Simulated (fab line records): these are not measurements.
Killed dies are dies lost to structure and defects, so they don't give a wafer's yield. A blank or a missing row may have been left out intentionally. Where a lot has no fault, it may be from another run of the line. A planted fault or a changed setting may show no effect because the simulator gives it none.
fab line records	flow nand-harc
record lots=6	wafers=18	last-day=32
route steps=1302 shown A_CHANNEL_HOLE_D1@464 END@1302
lots that met no fault: taken from a fault-free run of the same line
start-h: hours from the record's first day to the start of the lot's first wafer shown	wait-h: time in hours since the lot's previous step	" unchanged from the row above	L1.1+2: one row covering several wafers at once	- no value present, or no start provided	* or withheld: withheld	< > ~ a bound
route shown NAME@n: NAME is a module with steps in the file, n the number in the route of the first one	usual: the fault-free wafers' mean and standard deviation	same: alike in all rows	chamber/n: place in a boat	sites: each site's reading	_std_site: how widely they spread, as a standard deviation	_edge_site: inner sites' mean taken away from outer sites' mean	radius-mm: how far each site lies from the wafer's centre	mask NAME#n: copy n	behind: tool/chamber where the wafer was last shaped	hold: the reason the lot was held/the length of the hold in hours/how it ended	device: whichever transistor did not switch (one of n, p or np)	end of line: tests of these same wafers at the route's end	a step with no rows: only its recipe	killed: not the wafer's yield, but the dies lost to structure and defects at the first sort	map: per-die view of a wafer (x killed, . not killed, _ where there is no die)
set.NAME: the run value of the setting; set.NAME@STEP: its run value at that earlier step	model.NAME: the simulator's own value behind a step, which no gauge read
lots seen at some steps along the route; tables by step, rows by wafer
services: the hour from which a tool's chamber was out of use, counted from the record's first day as start-h (under 0 if before that day), plus the number of hours and why
## steps
# step NHARC_A_CHANNEL_HOLE_D1_INSPECT_12
# usual raw-defect-count=5.2/2.5
lot.wafer	tool	chamber	start-h	wait-h	raw-defect-count
L215.1	defect-inspect-01	-	183.78	0.0	5
L215.4	"	-	"	"	9
L215.5	"	-	"	"	4
L224.1	defect-inspect-01	-	275.52	0.0	9
L224.2	"	-	"	"	6
L224.3	"	-	"	"	4
L226.3	defect-inspect-01	-	286.87	0.0	4
L226.4	"	-	"	"	3
L226.5	"	-	"	"	2
L229.2	defect-inspect-01	-	323.33	0.0	7
L229.4	"	-	"	"	7
L229.6	"	-	"	"	9
L232.1	defect-inspect-01	-	352.02	0.0	5
L232.3	"	-	"	"	7
L232.6	"	-	"	"	3
L236.4	defect-inspect-02	-	390.06	0.0	8
L236.5	"	-	"	"	7
L236.6	"	-	"	"	4
# step NHARC_A_CHANNEL_HOLE_D1_DESCUM_15
# recipe time-s=3	o2-flow-sccm=200	ar-flow-sccm=0	bias-power-w=0	chemistry=O2
# step NHARC_A_CHANNEL_HOLE_D1_ETCH_38
# recipe target-depth-a=390	over-etch-frac=0.3	time-s=65	ion-energy-ev=80	cf4-flow-sccm=150	ar-flow-sccm=0	rf-w=300	bias-w=100	chemistry=CF4
# usual bias-w=100.12/0.3	cf4-flow-sccm=149.9/0.42	drypump-motor-current-A=5.7/0.39	oes-product-au=0.999/0.0095	rf-vpp-V=151.0/1.3	showerhead-plenum-p-Torr=1.75/0.081	throttle-valve-pct=13.284/0.0095
lot.wafer	tool	chamber	start-h	wait-h	bias-w	cf4-flow-sccm	drypump-motor-current-A	oes-product-au	rf-hours-counter-h	rf-vpp-V	showerhead-plenum-p-Torr	throttle-valve-pct
L215.1	rie-diel-08	2	183.95	0.1	100.03	150.1	5.3	0.994	11	150.8	1.80	13.284
L215.5	"	1	"	"	100.33	150.4	6.2	0.998	-	148.8	1.66	13.267
L215.4	"	0	"	"	100.29	150.1	5.2	0.999	-	153.2	1.87	13.276
L224.3	rie-diel-08	1	275.67	0.1	100.22	149.8	6.2	0.996	7	151.0	1.66	13.274
L224.1	"	2	"	"	99.42	149.1	5.4	1.012	8	151.2	1.80	13.282
L224.2	"	3	"	"	100.06	149.9	5.7	1.002	8	150.2	1.66	13.300
L226.4	rie-diel-08	2	287.02	0.1	100.31	150.4	5.4	1.010	10	151.1	1.80	13.278
L226.3	"	3	"	"	99.87	150.1	5.7	1.008	9	149.8	1.66	13.277
L226.5	"	0	"	"	99.58	149.5	5.2	1.001	-	152.6	1.87	13.288
L229.2	rie-diel-08	3	323.47	0.1	100.14	150.3	5.7	0.998	12	148.8	1.66	13.281
L229.4	"	1	"	"	99.60	149.8	6.2	0.994	11	150.1	1.66	13.285
L229.6	"	3	"	"	100.14	150.6	5.7	0.991	-	149.5	1.66	13.288
L232.3	rie-diel-08	2	352.18	0.1	99.71	150.4	5.3	1.005	13	152.2	1.80	13.292
L232.1	"	3	"	"	100.28	149.8	5.7	0.999	14	147.9	1.66	13.282
L232.6	"	1	"	"	99.90	150.0	6.2	0.994	-	148.9	1.66	13.283
L236.4	rie-diel-08	1	390.22	0.1	100.13	150.3	6.2	1.012	2	149.5	1.66	13.278
L236.6	"	3	"	"	100.25	149.2	5.7	1.013	-	149.0	1.66	13.277
L236.5	"	0	"	"	99.98	150.0	5.2	1.011	-	151.6	1.87	13.271
# step NHARC_A_CHANNEL_HOLE_D1_ETCH_39
# recipe target-depth-a=2600	over-etch-frac=0.3	time-s=325	ion-energy-ev=200	n2-flow-sccm=150	h2-flow-sccm=150	ar-flow-sccm=0	rf-w=400	bias-w=150	chemistry=N2/H2
# usual bias-w=150.0/0.42	chamber-pressure-mTorr=29.999/0.028	drypump-motor-current-A=5.7/0.38	oes-product-au=0.999/0.0089	rf-vpp-V=430.0/2.9	showerhead-plenum-p-Torr=2.02/0.1	throttle-valve-pct=14.170/0.01
lot.wafer	tool	chamber	start-h	wait-h	bias-w	chamber-pressure-mTorr	drypump-motor-current-A	oes-product-au	rf-hours-counter-h	rf-vpp-V	showerhead-plenum-p-Torr	throttle-valve-pct
L215.1	rie-diel-08	0	-	-	150.5	30.020	5.2	1.002	13	435.6	2.17	14.151
L215.4	"	0	"	"	150.3	29.987	5.2	1.001	-	434.1	2.17	14.163
L215.5	"	1	"	"	149.8	30.023	6.2	1.004	-	427.7	1.90	14.149
L224.2	rie-diel-08	3	-	-	150.3	30.047	5.7	1.008	8	426.8	1.90	14.164
L224.1	"	0	"	"	150.3	29.980	5.2	1.016	7	433.3	2.17	14.154
L224.3	"	1	"	"	150.4	29.987	6.2	1.001	7	428.2	1.90	14.176
L226.4	rie-diel-08	1	-	-	150.6	30.010	6.2	0.999	9	427.5	1.90	14.165
L226.3	"	3	"	"	149.4	29.976	5.7	1.012	10	426.6	1.90	14.168
L226.5	"	1	"	"	150.3	30.031	6.2	0.994	-	427.0	1.90	14.181
L229.2	rie-diel-08	3	-	-	150.3	29.945	5.7	0.988	12	425.4	1.90	14.183
L229.4	"	1	"	"	150.3	29.965	6.2	0.992	11	427.2	1.90	14.178
L229.6	"	3	"	"	149.9	30.007	5.7	0.983	-	425.9	1.90	14.188
L232.1	rie-diel-08	3	-	-	150.3	29.987	5.7	0.973	14	427.1	1.90	14.174
L232.3	"	0	"	"	149.6	30.000	5.2	0.988	15	433.1	2.17	14.158
L232.6	"	0	"	"	149.9	30.018	5.2	0.987	-	434.5	2.17	14.174
L236.4	rie-diel-08	2	-	-	150.1	29.993	5.3	1.000	2	431.7	2.08	14.171
L236.5	"	3	"	"	149.7	30.035	5.7	1.003	-	428.0	1.90	14.168
L236.6	"	0	"	"	150.6	29.980	5.2	0.997	-	433.4	2.17	14.159
# step NHARC_A_CHANNEL_HOLE_D1_ETCH_34
# recipe target-depth-a=1540	time-s=77	cf4-flow-sccm=100	chf3-flow-sccm=30	ar-flow-sccm=0	rf-w=500	bias-w=200	chemistry=CF4/CHF3
# step NHARC_A_CHANNEL_HOLE_D1_ETCH_16
# recipe target-depth-a=31000	over-etch-frac=0.3	time-s=806	ion-energy-ev=150	o2-flow-sccm=400	cos-flow-sccm=20	ar-flow-sccm=0	rf-w=500	bias-w=300	chemistry=O2/COS
# step NHARC_A_CHANNEL_HOLE_D1_CD_MEAS_18
# usual cd-nm=101.1/1.7
lot.wafer	tool	chamber	start-h	wait-h	cd-nm
L215.1	cd-sem-03	-	185.16	-	104.3
L215.4	"	-	"	"	104.3
L215.5	"	-	"	"	101.0
L224.1	cd-sem-03	-	276.70	-	100.2
L224.2	"	-	"	"	102.6
L224.3	"	-	"	"	100.7
L226.3	cd-sem-01	-	288.04	-	101.8
L226.4	"	-	"	"	101.5
L226.5	"	-	"	"	99.9
L229.2	cd-sem-01	-	324.49	-	102.2
L229.4	"	-	"	"	101.2
L229.6	"	-	"	"	102.8
L232.1	cd-sem-03	-	353.18	-	103.0
L232.3	"	-	"	"	100.9
L232.6	"	-	"	"	101.2
L236.4	cd-sem-02	-	391.24	-	101.9
L236.5	"	-	"	"	101.7
L236.6	"	-	"	"	101.0
# step NHARC_A_CHANNEL_HOLE_D1_ETCH_19
# recipe bias-v=1200	source-w=2500	pressure-mtorr=15	time-s=34.5	ar-flow-sccm=375	c4f8-flow-sccm=28.8	o2-flow-sccm=96.2	temp-c=-20	target-depth-a=*	chemistry=C4F8/O2/Ar
# step NHARC_A_CHANNEL_HOLE_D1_ETCH_20
# recipe bias-v=3000	source-w=withheld	pressure-mtorr=20	time-s=361.9	ar-flow-sccm=375	c4f8-flow-sccm=89.3	o2-flow-sccm=35.7	temp-c=-20	target-depth-a=16000	chemistry=C4F8/O2/Ar
# step NHARC_A_CHANNEL_HOLE_D1_ETCH_21
# recipe bias-v=3000	source-w=withheld	pressure-mtorr=20	time-s=514.3	ar-flow-sccm=375	c4f8-flow-sccm=89.3	o2-flow-sccm=35.7	temp-c=-20	target-depth-a=16000	chemistry=C4F8/O2/Ar
# usual c4f8-flow-sccm=89.33/0.27	chamber-pressure-mTorr=19.997/0.018	drypump-motor-current-A=5.85/0.11	he-backside-leak-sccm=6.5/0.81	showerhead-plenum-p-Torr=3.61/0.13	temp-c=-20.00/0.11	throttle-valve-pct=32.156/0.0094
lot.wafer	tool	chamber	start-h	wait-h	c4f8-flow-sccm	chamber-pressure-mTorr	drypump-motor-current-A	he-backside-leak-sccm	rf-hours-counter-h	showerhead-plenum-p-Torr	temp-c	throttle-valve-pct
L215.1	har-etch-02	0	186.80	0.3	89.29	19.989	5.85	6.3	295	3.55	-20.06	32.153
L215.4	"	1	"	"	89.26	19.971	5.96	7.1	-	3.53	-19.98	32.154
L215.5	"	0	"	"	89.68	19.989	5.87	6.2	-	3.55	-20.13	32.139
L224.2	har-etch-02	1	279.88	0.3	89.27	20.015	5.98	7.5	349	3.50	-19.85	32.142
L224.1	"	0	"	"	89.03	20.011	5.86	6.5	349	3.52	-20.00	32.157
L224.3	"	0	"	"	88.96	20.003	5.87	6.5	-	3.52	-20.06	32.133
L226.4	har-etch-01	1	288.68	0.3	89.06	20.017	5.67	6.2	-	3.68	-19.94	32.147
L226.3	"	0	"	"	89.27	19.987	5.78	5.8	-	3.70	-19.97	32.159
L226.5	"	1	"	"	88.76	19.997	5.68	6.2	-	3.68	-20.00	32.161
L229.2	har-etch-02	0	325.16	0.3	89.22	20.014	5.88	6.4	368	3.51	-20.19	32.173
L229.4	"	0	"	"	89.01	20.001	5.90	6.5	-	3.51	-20.10	32.154
L229.6	"	0	"	"	89.53	19.970	5.87	6.3	-	3.51	-19.92	32.163
L232.1	har-etch-02	1	358.43	0.3	89.27	20.000	5.93	7.7	391	3.48	-20.06	32.162
L232.3	"	1	"	"	88.89	20.006	5.96	7.7	-	3.48	-20.04	32.169
L232.6	"	0	"	"	89.55	20.012	5.81	6.8	-	3.50	-20.06	32.150
L236.4	har-etch-01	0	394.83	0.3	89.43	19.957	5.81	6.3	-	3.66	-19.96	32.176
L236.5	"	1	"	"	89.64	19.996	5.66	6.0	-	3.65	-19.97	32.147
L236.6	"	0	"	"	89.09	19.983	5.79	6.4	-	3.66	-19.96	32.151
# step NHARC_A_CHANNEL_HOLE_D1_ETCH_22
# recipe bias-v=3000	source-w=withheld	pressure-mtorr=20	time-s=666.7	ar-flow-sccm=375	c4f8-flow-sccm=89.3	o2-flow-sccm=35.7	temp-c=-20	target-depth-a=16000	chemistry=C4F8/O2/Ar
# step NHARC_A_CHANNEL_HOLE_D1_ETCH_23
# recipe bias-v=5000	source-w=withheld	pressure-mtorr=20	time-s=819	ar-flow-sccm=375	c4f8-flow-sccm=89.3	o2-flow-sccm=35.7	temp-c=-20	target-depth-a=16000	chemistry=C4F8/O2/Ar
# step NHARC_A_CHANNEL_HOLE_D1_ETCH_24
# recipe bias-v=5000	source-w=withheld	pressure-mtorr=20	time-s=906.2	ar-flow-sccm=375	c4f8-flow-sccm=93.8	o2-flow-sccm=31.2	temp-c=-20	target-depth-a=15000	chemistry=C4F8/O2/Ar
# usual c4f8-flow-sccm=93.7/0.3	chamber-pressure-mTorr=19.998/0.018	drypump-motor-current-A=5.85/0.11	he-backside-leak-sccm=6.5/0.96	showerhead-plenum-p-Torr=3.61/0.13	temp-c=-19.99/0.096	throttle-valve-pct=32.236/0.0094
lot.wafer	tool	chamber	start-h	wait-h	c4f8-flow-sccm	chamber-pressure-mTorr	drypump-motor-current-A	he-backside-leak-sccm	rf-hours-counter-h	showerhead-plenum-p-Torr	temp-c	throttle-valve-pct
L215.1	har-etch-02	0	188.57	0.6	93.9	20.015	5.87	6.0	297	3.54	-20.02	32.232
L215.4	"	1	"	"	93.7	20.017	5.96	7.4	-	3.52	-20.10	32.232
L215.5	"	0	"	"	93.8	20.006	5.85	6.2	-	3.54	-20.03	32.222
L224.2	har-etch-02	1	281.58	0.6	-	-	-	-	-	-	-	-
L224.1	"	0	"	"	-	-	-	-	-	-	-	-
L224.3	"	0	"	"	-	-	-	-	-	-	-	-
L226.4	har-etch-01	1	290.51	0.6	-	-	-	-	-	-	-	-
L226.3	"	0	"	"	-	-	-	-	-	-	-	-
L226.5	"	1	"	"	-	-	-	-	-	-	-	-
L229.2	har-etch-02	0	326.92	0.6	94.0	20.015	5.84	6.5	370	3.50	-20.00	32.232
L229.4	"	0	"	"	93.8	20.006	5.88	6.4	-	3.50	-20.01	32.250
L229.6	"	0	"	"	94.2	19.990	5.87	6.7	-	3.50	-19.92	32.239
L232.1	har-etch-02	1	360.15	0.6	93.9	19.994	5.99	7.8	393	3.47	-19.97	32.243
L232.3	"	1	"	"	93.9	20.000	5.96	7.4	-	3.47	-20.13	32.227
L232.6	"	0	"	"	93.6	20.009	5.84	6.8	-	3.49	-19.87	32.242
L236.4	har-etch-01	0	396.67	0.6	93.8	19.972	5.82	6.5	-	3.66	-19.99	32.235
L236.5	"	1	"	"	94.2	19.981	5.68	6.3	-	3.64	-19.91	32.243
L236.6	"	0	"	"	93.4	20.004	5.78	6.6	-	3.66	-19.86	32.232
# step NHARC_A_CHANNEL_HOLE_D1_ETCH_25
# recipe bias-v=5000	source-w=withheld	pressure-mtorr=20	time-s=1040.2	ar-flow-sccm=375	c4f8-flow-sccm=93.8	o2-flow-sccm=31.2	temp-c=-20	target-depth-a=15000	chemistry=C4F8/O2/Ar
# step NHARC_A_CHANNEL_HOLE_D1_ETCH_26
# recipe bias-v=300	source-w=2000	pressure-mtorr=30	time-s=224.1	ar-flow-sccm=375	c4f8-flow-sccm=11.4	o2-flow-sccm=113.6	temp-c=-20	target-depth-a=3000	chemistry=C4F8/O2/Ar
# usual bias-v=300/3.2	c4f8-flow-sccm=11.40/0.033	drypump-motor-current-A=5.84/0.11	he-backside-leak-sccm=6.4/0.79	showerhead-plenum-p-Torr=3.65/0.14	temp-c=-20.00/0.1	throttle-valve-pct=24.584/0.0092
lot.wafer	tool	chamber	start-h	wait-h	bias-v	c4f8-flow-sccm	drypump-motor-current-A	he-backside-leak-sccm	rf-hours-counter-h	showerhead-plenum-p-Torr	temp-c	throttle-valve-pct
L215.1	har-etch-02	0	190.12	0.6	298	11.40	5.87	6.2	298	3.58	-19.96	24.586
L215.4	"	1	"	"	304	11.46	5.96	7.2	-	3.56	-20.06	24.582
L215.5	"	0	"	"	297	11.45	5.86	6.2	-	3.58	-19.96	24.579
L224.2	har-etch-02	1	283.25	0.8	298	11.43	5.96	7.3	352	3.53	-20.20	24.588
L224.1	"	0	"	"	297	11.46	5.86	6.5	352	3.55	-20.00	24.584
L224.3	"	0	"	"	296	11.46	5.88	6.5	-	3.56	-20.03	24.576
L226.4	har-etch-01	1	291.98	0.5	301	11.44	5.68	5.7	-	3.72	-19.77	24.591
L226.3	"	0	"	"	298	11.39	5.82	6.3	-	3.74	-19.94	24.579
L226.5	"	1	"	"	298	11.38	5.68	6.0	-	3.72	-19.83	24.575
L229.2	har-etch-02	0	328.46	0.6	303	11.42	5.87	6.3	371	3.54	-20.00	24.581
L229.4	"	0	"	"	296	11.35	5.85	6.6	-	3.54	-19.98	24.574
L229.6	"	0	"	"	302	11.39	5.84	6.7	-	3.54	-19.97	24.580
L232.1	har-etch-02	1	361.79	0.7	298	11.34	5.96	7.5	394	3.51	-19.93	24.602
L232.3	"	1	"	"	298	11.44	5.95	7.5	-	3.51	-20.10	24.586
L232.6	"	0	"	"	301	11.36	5.85	6.7	-	3.53	-19.95	24.612
L236.4	har-etch-01	0	398.02	0.4	303	11.35	5.75	6.6	-	3.71	-19.95	24.580
L236.5	"	1	"	"	298	11.43	5.66	5.7	-	3.69	-20.02	24.574
L236.6	"	0	"	"	300	11.38	5.77	6.5	-	3.71	-20.08	24.588
# step NHARC_A_CHANNEL_HOLE_D1_ETCH_33
# recipe bias-v=400	source-w=2000	pressure-mtorr=25	time-s=90	ar-flow-sccm=375	c4f8-flow-sccm=41.7	o2-flow-sccm=83.3	temp-c=-20	target-depth-a=4000	chemistry=C4F8/O2/Ar
# step NHARC_A_CHANNEL_HOLE_D1_STRIP_41
# recipe n2-flow-sccm=150	h2-flow-sccm=150	ar-flow-sccm=0	bias-w=0	chemistry=N2/H2
# step NHARC_A_CHANNEL_HOLE_D1_STRIP_42
# recipe cf4-flow-sccm=100	chf3-flow-sccm=30	ar-flow-sccm=0	bias-w=0	chemistry=CF4/CHF3
# step NHARC_A_CHANNEL_HOLE_D1_STRIP_43
# recipe o2-flow-sccm=400	cos-flow-sccm=20	ar-flow-sccm=0	bias-w=0	chemistry=O2/COS
# step NHARC_A_CHANNEL_HOLE_D1_ETCH_44
# recipe target-depth-a=1400	overetch-a=140	time-s=77	ion-energy-ev=100	cf4-flow-sccm=80	o2-flow-sccm=20	ar-flow-sccm=0	rf-w=300	bias-w=100	chemistry=CF4/O2
# usual bias-w=100.05/0.29	cf4-flow-sccm=79.98/0.23	drypump-motor-current-A=5.7/0.38	oes-product-au=0.999/0.0085	rf-vpp-V=197.5/1.6	showerhead-plenum-p-Torr=1.32/0.064	throttle-valve-pct=13.396/0.0096
lot.wafer	tool	chamber	start-h	wait-h	bias-w	cf4-flow-sccm	drypump-motor-current-A	oes-product-au	rf-hours-counter-h	rf-vpp-V	showerhead-plenum-p-Torr	throttle-valve-pct	model.A_CHANNEL_HOLE_D1.cd-nm
L215.1	rie-diel-05	2	191.13	0.1	99.82	80.36	5.3	0.999	37	198.4	1.35	13.397	89.97
L215.4	"	0	"	"	100.12	79.80	5.6	0.996	43	199.2	1.34	13.395	91.96
L215.5	"	1	"	"	99.81	80.03	6.1	1.010	-	195.7	1.27	13.402	91.89
L224.1	rie-diel-08	3	284.20	0.1	99.98	79.59	5.7	1.006	9	196.9	1.25	13.402	100.1
L224.2	"	0	"	"	100.53	79.98	5.2	1.004	8	199.8	1.42	13.404	102.8
L224.3	"	1	"	"	99.72	79.80	6.2	1.007	8	197.8	1.25	13.382	100.6
L226.3	rie-diel-08	2	292.87	0.1	100.07	79.96	5.4	1.005	11	198.1	1.36	13.402	101.7
L226.4	"	0	"	"	100.23	79.93	5.2	1.008	10	198.1	1.42	13.391	101.3
L226.5	"	3	"	"	99.65	80.02	5.7	1.004	-	198.1	1.25	13.396	99.83
L229.2	rie-diel-08	0	329.39	0.1	100.61	80.07	5.2	0.996	12	198.8	1.42	13.396	91.2
L229.4	"	1	"	"	99.84	80.01	6.2	0.994	12	195.1	1.25	13.392	92.12
L229.6	"	2	"	"	99.85	80.39	5.4	1.007	-	197.9	1.36	13.409	91.37
L232.3	rie-diel-12	0	362.81	0.1	100.36	80.24	6.2	1.012	23	198.4	1.29	13.384	90.12
L232.1	"	2	"	"	100.18	80.23	5.6	1.002	30	197.1	1.35	13.395	92.61
L232.6	"	0	"	"	100.24	79.97	6.2	1.013	-	196.3	1.29	13.392	90.64
L236.4	rie-diel-08	1	398.88	0.1	100.12	79.72	6.2	1.000	3	195.9	1.25	13.394	89.25
L236.6	"	3	"	"	100.59	79.80	5.7	1.001	-	195.5	1.25	13.397	88.49
L236.5	"	0	"	"	100.16	80.44	5.2	1.005	-	199.4	1.41	13.378	90.89
# step NHARC_A_CHANNEL_HOLE_D1_STRIP_27
# recipe o2-flow-sccm=500	ar-flow-sccm=0	bias-w=0	chemistry=O2
# usual drypump-motor-current-A=5.7/0.38	oes-product-au=1.000/0.0094	rf-vpp-V=57.6/0.94	showerhead-plenum-p-Torr=3.49/0.16	throttle-valve-pct=17.035/0.0095
lot.wafer	tool	chamber	start-h	wait-h	drypump-motor-current-A	oes-product-au	rf-hours-counter-h	rf-vpp-V	showerhead-plenum-p-Torr	throttle-valve-pct
L215.1	rie-diel-05	3	-	-	5.8	0.984	41	59.3	3.66	17.035
L215.4	"	0	"	"	5.7	0.995	44	57.7	3.53	17.046
L215.5	"	3	"	"	5.8	1.010	-	56.8	3.66	17.034
L224.2	rie-diel-08	0	-	-	5.2	1.016	8	58.2	3.73	17.030
L224.1	"	2	"	"	5.4	1.007	9	57.7	3.59	17.032
L224.3	"	3	"	"	5.7	1.010	9	58.1	3.31	17.029
L226.3	rie-diel-08	2	-	-	5.4	0.997	11	57.2	3.59	17.050
L226.4	"	0	"	"	5.2	1.007	10	57.0	3.73	17.037
L226.5	"	1	"	"	6.2	0.996	-	58.1	3.31	17.022
L229.4	rie-diel-08	2	-	-	5.3	1.004	13	58.3	3.59	17.040
L229.2	"	3	"	"	5.7	0.983	12	58.1	3.31	17.042
L229.6	"	3	"	"	5.7	0.983	-	55.6	3.31	17.034
L232.1	rie-diel-12	1	-	-	6.2	0.998	24	58.7	3.56	17.024
L232.3	"	3	"	"	6.1	0.988	32	56.9	3.34	17.056
L232.6	"	2	"	"	5.6	0.996	-	57.5	3.56	17.017
L236.4	rie-diel-08	3	-	-	5.7	1.004	2	56.8	3.31	17.033
L236.5	"	1	"	"	6.2	1.004	-	56.9	3.31	17.031
L236.6	"	2	"	"	5.4	0.985	-	57.6	3.59	17.027
# step NHARC_A_CHANNEL_HOLE_D1_PRECLEAN_28
# recipe time-s=*	temp-c=50	bath-age-min=0	chemistry=SC1
# step NHARC_A_CHANNEL_HOLE_D1_SRD_29
# step NHARC_A_CHANNEL_HOLE_D1_CD_MEAS_30
# usual cd-nm=90.6/1.2
lot.wafer	tool	chamber	start-h	wait-h	hold	cd-nm
L215.1	cd-sem-01	-	191.92	-	-	90.3
L215.4	"	-	"	"	-	91.6
L215.5	"	-	"	"	-	92.1
L224.1	cd-sem-03	-	285.00	-	await-dispo/0.2h/release	0.8
L224.2	"	-	"	"	await-dispo/0.2h/release	0.4
L224.3	"	-	"	"	await-dispo/0.2h/release	0.3
L224.1	cd-sem-03	-	285.19	0.2	-	1.2
L224.2	"	-	"	"	-	0.1
L224.3	"	-	"	"	-	0.7
L226.3	cd-sem-01	-	293.67	-	await-dispo/0.2h/release	1.4
L226.4	"	-	"	"	await-dispo/0.2h/release	0.5
L226.5	"	-	"	"	await-dispo/0.2h/release	1.0
L226.3	cd-sem-01	-	293.85	0.2	-	1.5
L226.4	"	-	"	"	-	0.6
L226.5	"	-	"	"	-	1.0
L229.2	cd-sem-01	-	330.17	-	-	91.2
L229.4	"	-	"	"	-	92.1
L229.6	"	-	"	"	-	91.3
L232.1	cd-sem-03	-	363.60	-	-	92.9
L232.3	"	-	"	"	-	89.3
L232.6	"	-	"	"	-	90.3
L236.4	cd-sem-02	-	399.67	-	-	89.1
L236.5	"	-	"	"	-	91.0
L236.6	"	-	"	"	-	89.6
# step NHARC_END_SORT_01
# recipe temp-c=25
# usual defect-limited-yield=89.8/2.9	killed-at-array=65/19	killed-at-other=0.9/1.1	killed-at-periphery=3.5/2.3	killed-dies=69/19	killed-open=3.2/1.8	killed-short=2.4/1.5
# same gross-dies=677
lot.wafer	tool	chamber	start-h	wait-h	defect-limited-yield[%]	killed-at-array	killed-at-other	killed-at-periphery	killed-dies	killed-open	killed-short
L215.1	prober-01	0	573.96	2.5	90.7	60	1	2	63	4	4
L215.4	prober-01	0	576.35	3.4	89.8	65	0	4	69	4	3
L215.5	prober-01	0	577.14	3.7	89.8	67	0	2	69	4	3
# killed by level:class
L215.1 A_CHANNEL_HOLE_D1:chamber-film-flake=29 A_CHANNEL_HOLE_D2:chamber-film-flake=20 A_M1:geometric-particle:short=2 A_CONTACT:chamber-film-flake=2 P_CONTACT:geometric-particle:open=1 P_M0:geometric-particle:open=1 A_CHANNEL_FILL_D2:geometric-particle:short=1 A_CHANNEL_FILL_D2:geometric-particle:open=1
L215.4 A_CHANNEL_HOLE_D1:chamber-film-flake=31 A_CHANNEL_HOLE_D2:chamber-film-flake=20 A_M1:chamber-film-flake=3 P_CONTACT:geometric-particle:open=2 P_GATE:chamber-film-flake=2 A_CHANNEL_FILL_D2:chamber-film-flake=2 A_CONTACT:chamber-film-flake=2 A_SOURCE_PLATE:geometric-particle:open=1
L215.5 A_CHANNEL_HOLE_D1:chamber-film-flake=28 A_CHANNEL_HOLE_D2:chamber-film-flake=26 A_STAIRCASE:chamber-film-flake=3 A_WL_FILL:geometric-particle:short=2 A_WL_FILL:geometric-particle:open=2 A_M1:chamber-film-flake=2 P_CONTACT:geometric-particle:open=1 A_ONON_D1:geometric-particle:open=1
## services
tool	chamber	start-h	hours	kind
rie-diel-12	-	163.55	1.8	repair
rie-diel-08	0	169.88	-	clean
rie-diel-08	1	169.88	-	clean
rie-diel-08	2	169.88	-	clean
rie-diel-08	3	169.88	-	clean
rie-diel-08	-	175.21	1.2	repair
rie-diel-05	2	179.32	6.6	repair
rie-diel-05	-	180.99	0.5	repair
rie-diel-08	3	181.82	10.5	repair
rie-diel-08	0	190.89	9.0	vent-cycle
rie-diel-05	-	230.04	9.0	pm
rie-diel-08	1	246.68	5.4	repair
rie-diel-12	1	264.73	13.7	repair
rie-diel-12	0	270.26	11.8	repair
rie-diel-12	-	270.42	9.0	pm
rie-diel-12	0	294.91	5.3	repair
rie-diel-08	2	297.66	5.6	repair
rie-diel-12	1	314.26	16.4	repair
rie-diel-08	2	331.28	20.0	repair
rie-diel-08	3	335.12	5.8	repair
har-etch-02	-	366.35	0.4	repair
rie-diel-08	-	367.90	9.0	pm
rie-diel-12	-	376.64	0.5	repair
har-etch-02	-	380.70	17.0	pm
## key
first-sign step=NHARC_A_CHANNEL_HOLE_D1_ETCH_24	reading=tool-record	direction=missing
effect step=NHARC_A_CHANNEL_HOLE_D1_CD_MEAS_30	reading=visit	direction=added
effect step=NHARC_A_CHANNEL_HOLE_D1_CD_MEAS_30	reading=cd-nm	direction=down	sigmas=73	usual=90.6	struck=0.7
model-effect step=NHARC_A_CHANNEL_HOLE_D1_ETCH_44	value=A_CHANNEL_HOLE_D1.cd-nm	without=91.07	struck=101.1
met-at NHARC_A_CHANNEL_HOLE_D1_ETCH_24
struck-wafers L224.1,L224.2,L224.3,L226.3,L226.4,L226.5
scrapped-behind NHARC_A_CHANNEL_HOLE_D1_CD_MEAS_30 L224.1,L224.2,L224.3,L226.3,L226.4,L226.5
onset-between 188.57 281.58
fault kind=skipped-step-whole	tool=har-etch-01,har-etch-02	chamber=-	onset-h=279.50	steps=NHARC_A_CHANNEL_HOLE_D1_ETCH_24	scope=struck-lots-only
